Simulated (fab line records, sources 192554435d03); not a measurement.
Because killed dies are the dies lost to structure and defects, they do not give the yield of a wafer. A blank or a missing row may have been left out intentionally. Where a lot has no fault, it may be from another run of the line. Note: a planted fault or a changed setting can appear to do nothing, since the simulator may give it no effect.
Commonality check across tools || flow n5_finfet || Lots sampled 9, wafers sampled 27

== WHY THIS WAS OPENED ==
At N5_FIN_CUT_CD_MEAS_08 the reading cd_nm is flagged on 3 of 9 lots. Wafers without a fault read 29.12 nm, standard deviation 0.21.
Rule: flag the lot when none of its wafers has a number, or when each of its wafers that has one lies beyond 4 standard deviations from that mean. As for the other lots, they are considered sound.

{"lot": "L987", "measured": "day 2 02:24", "on": "cd_sem-01", "cd_nm (nm), wafer by wafer": "28.92 29.55 28.90", "flag": ""}
{"lot": "L991", "measured": "day 3 06:20", "on": "cd_sem-03", "cd_nm (nm), wafer by wafer": "29.39 29.21 29.60", "flag": ""}
{"lot": "L993", "measured": "day 3 14:55", "on": "cd_sem-01", "cd_nm (nm), wafer by wafer": "28.94 29.14 29.24", "flag": ""}
{"lot": "L995", "measured": "day 4 02:38", "on": "cd_sem-01", "cd_nm (nm), wafer by wafer": "29.11 29.10 29.03", "flag": ""}
{"lot": "L998", "measured": "day 4 21:10", "on": "cd_sem-01", "cd_nm (nm), wafer by wafer": "29.13 28.85 29.39", "flag": ""}
{"lot": "L102", "measured": "day 5 21:12", "on": "cd_sem-03", "cd_nm (nm), wafer by wafer": "29.40 29.15 29.59", "flag": ""}
{"lot": "L103", "measured": "day 6 04:00", "on": "cd_sem-01", "cd_nm (nm), wafer by wafer": "26.53 26.97 27.02", "flag": "FLAGGED"}
{"lot": "L106", "measured": "day 6 20:26", "on": "cd_sem-03", "cd_nm (nm), wafer by wafer": "27.31 27.12 27.06", "flag": "FLAGGED"}
{"lot": "L108", "measured": "day 7 09:23", "on": "cd_sem-02", "cd_nm (nm), wafer by wafer": "27.83 27.64 27.76", "flag": "FLAGGED"}
The mean of the flagged lots' numbers is 27.25 nm, -1.87 nm from the usual (-9 standard deviations).

== EACH LOT AND THE TOOL IT RAN ON ==
The record holds 4 process steps before the reading, out of a route of 1938 steps. Read each cell as the tool, then ch plus the chambers that the sampled wafers visited, then the start.
{"lot": "L987", "flag": "", "N5_FIN_SAQP_STRIP_70": "rie_diel-05 ch 2,3, day 2 00:40", "N5_FIN_SAQP_HM_CD_35": "cd_sem-02, day 2 01:40", "N5_FIN_SAQP_FIN_ETCH_36": "rie_si-04 ch 0,3, day 2 01:43", "N5_FIN_CUT_EXPOSE_05": "euv_scanner-01 ch 0, day 2 02:17"}
{"lot": "L991", "flag": "", "N5_FIN_SAQP_STRIP_70": "rie_diel-06 ch 0,3, day 3 03:58", "N5_FIN_SAQP_HM_CD_35": "cd_sem-03, day 3 05:33", "N5_FIN_SAQP_FIN_ETCH_36": "rie_si-03 ch 1,2,3, day 3 05:37", "N5_FIN_CUT_EXPOSE_05": "euv_scanner-01 ch 0, day 3 06:13"}
{"lot": "L993", "flag": "", "N5_FIN_SAQP_STRIP_70": "rie_diel-05 ch 0,1,2, day 3 13:06", "N5_FIN_SAQP_HM_CD_35": "cd_sem-02, day 3 14:10", "N5_FIN_SAQP_FIN_ETCH_36": "rie_si-01 ch 0,1,2, day 3 14:14", "N5_FIN_CUT_EXPOSE_05": "euv_scanner-02 ch 0, day 3 14:47"}
{"lot": "L995", "flag": "", "N5_FIN_SAQP_STRIP_70": "rie_diel-05 ch 0,1,2, day 4 00:59", "N5_FIN_SAQP_HM_CD_35": "cd_sem-01, day 4 02:01", "N5_FIN_SAQP_FIN_ETCH_36": "rie_si-01 ch 0,1,2, day 4 02:04", "N5_FIN_CUT_EXPOSE_05": "euv_scanner-01 ch 0, day 4 02:30"}
{"lot": "L998", "flag": "", "N5_FIN_SAQP_STRIP_70": "rie_diel-05 ch 0,1,2, day 4 19:26", "N5_FIN_SAQP_HM_CD_35": "cd_sem-01, day 4 20:25", "N5_FIN_SAQP_FIN_ETCH_36": "rie_si-01 ch 1,2,3, day 4 20:29", "N5_FIN_CUT_EXPOSE_05": "euv_scanner-02 ch 0, day 4 21:02"}
{"lot": "L102", "flag": "", "N5_FIN_SAQP_STRIP_70": "rie_diel-05 ch 2,3, day 5 19:28", "N5_FIN_SAQP_HM_CD_35": "cd_sem-01, day 5 20:27", "N5_FIN_SAQP_FIN_ETCH_36": "rie_si-03 ch 0,1,3, day 5 20:31", "N5_FIN_CUT_EXPOSE_05": "euv_scanner-01 ch 0, day 5 21:04"}
{"lot": "L103", "flag": "FLAGGED", "N5_FIN_SAQP_STRIP_70": "rie_diel-06 ch 0,1,2, day 6 01:24", "N5_FIN_SAQP_HM_CD_35": "cd_sem-02, day 6 03:23", "N5_FIN_SAQP_FIN_ETCH_36": "rie_si-03 ch 1,2,3, day 6 03:27", "N5_FIN_CUT_EXPOSE_05": "euv_scanner-01 ch 0, day 6 03:52"}
{"lot": "L106", "flag": "FLAGGED", "N5_FIN_SAQP_STRIP_70": "rie_diel-06 ch 2,3, day 6 18:40", "N5_FIN_SAQP_HM_CD_35": "cd_sem-03, day 6 19:41", "N5_FIN_SAQP_FIN_ETCH_36": "rie_si-04 ch 0,1,3, day 6 19:45", "N5_FIN_CUT_EXPOSE_05": "euv_scanner-01 ch 0, day 6 20:18"}
{"lot": "L108", "flag": "FLAGGED", "N5_FIN_SAQP_STRIP_70": "rie_diel-06 ch 0,1,2, day 7 07:24", "N5_FIN_SAQP_HM_CD_35": "cd_sem-03, day 7 08:35", "N5_FIN_SAQP_FIN_ETCH_36": "rie_si-03 ch 0,2,3, day 7 08:40", "N5_FIN_CUT_EXPOSE_05": "euv_scanner-01 ch 0, day 7 09:14"}
These steps, and what they do:
- N5_FIN_SAQP_STRIP_70: strips in N2/H2.
- N5_FIN_SAQP_HM_CD_35: target cd 8 nm.
- N5_FIN_SAQP_FIN_ETCH_36: etches the open film in HBr/Cl2/O2, target depth 120 nm, time 50.4 s.
- N5_FIN_CUT_EXPOSE_05: exposes mask FIN CUT.
- N5_FIN_CUT_CD_MEAS_08: target cd 29.1 nm.

== FLAGGED AGAINST TOTAL, ONE TOOL AT A TIME (gauges that did the reading follow at the end) ==
{"step": "N5_FIN_SAQP_STRIP_70", "tool": "rie_diel-05", "lots run": 5, "flagged": 0, "share of the flagged lots": "none", "sound lots run after its first flagged lot": "-"}
{"step": "N5_FIN_SAQP_STRIP_70", "tool": "rie_diel-06", "lots run": 4, "flagged": 3, "share of the flagged lots": "all", "sound lots run after its first flagged lot": 0}
{"step": "N5_FIN_SAQP_HM_CD_35", "tool": "cd_sem-01", "lots run": 3, "flagged": 0, "share of the flagged lots": "none", "sound lots run after its first flagged lot": "-"}
{"step": "N5_FIN_SAQP_HM_CD_35", "tool": "cd_sem-02", "lots run": 3, "flagged": 1, "share of the flagged lots": "some", "sound lots run after its first flagged lot": 0}
{"step": "N5_FIN_SAQP_HM_CD_35", "tool": "cd_sem-03", "lots run": 3, "flagged": 2, "share of the flagged lots": "some", "sound lots run after its first flagged lot": 0}
{"step": "N5_FIN_SAQP_FIN_ETCH_36", "tool": "rie_si-01", "lots run": 3, "flagged": 0, "share of the flagged lots": "none", "sound lots run after its first flagged lot": "-"}
{"step": "N5_FIN_SAQP_FIN_ETCH_36", "tool": "rie_si-03", "lots run": 4, "flagged": 2, "share of the flagged lots": "some", "sound lots run after its first flagged lot": 0}
{"step": "N5_FIN_SAQP_FIN_ETCH_36", "tool": "rie_si-04", "lots run": 2, "flagged": 1, "share of the flagged lots": "some", "sound lots run after its first flagged lot": 0}
{"step": "N5_FIN_CUT_EXPOSE_05", "tool": "euv_scanner-01", "lots run": 7, "flagged": 3, "share of the flagged lots": "all", "sound lots run after its first flagged lot": 0}
{"step": "N5_FIN_CUT_EXPOSE_05", "tool": "euv_scanner-02", "lots run": 2, "flagged": 0, "share of the flagged lots": "none", "sound lots run after its first flagged lot": "-"}
{"step": "N5_FIN_CUT_CD_MEAS_08", "tool": "cd_sem-01", "lots run": 5, "flagged": 1, "share of the flagged lots": "some", "sound lots run after its first flagged lot": 0}
{"step": "N5_FIN_CUT_CD_MEAS_08", "tool": "cd_sem-02", "lots run": 1, "flagged": 1, "share of the flagged lots": "some", "sound lots run after its first flagged lot": 0}
{"step": "N5_FIN_CUT_CD_MEAS_08", "tool": "cd_sem-03", "lots run": 3, "flagged": 1, "share of the flagged lots": "some", "sound lots run after its first flagged lot": 0}

== WHAT THE TABLE PERMITS ==
Every flagged lot went through 2 rows of the table: rie_diel-06 at N5_FIN_SAQP_STRIP_70 and euv_scanner-01 at N5_FIN_CUT_EXPOSE_05.
- rie_diel-06 at N5_FIN_SAQP_STRIP_70: 3 of its 4 lots flagged. Its last sound lot is L991 (day 3 03:58), its first flagged lot L103 (day 6 01:24): a fault that began between those two fits.
- euv_scanner-01 at N5_FIN_CUT_EXPOSE_05: 3 of its 7 lots flagged. Its last sound lot is L102 (day 5 21:04), its first flagged lot L103 (day 6 03:52): a fault that began between those two fits. Its own readings lie more than 4 standard deviations out on every wafer of the flagged lots: exposure_dose_mJ_cm2.
A lot count leaves these 2 tools indistinguishable: every one of them fits a fault beginning at some hour. More lots, or a look at what each step does to the wafer, might.

== WHAT THE SIMULATOR HAD INSERTED ==
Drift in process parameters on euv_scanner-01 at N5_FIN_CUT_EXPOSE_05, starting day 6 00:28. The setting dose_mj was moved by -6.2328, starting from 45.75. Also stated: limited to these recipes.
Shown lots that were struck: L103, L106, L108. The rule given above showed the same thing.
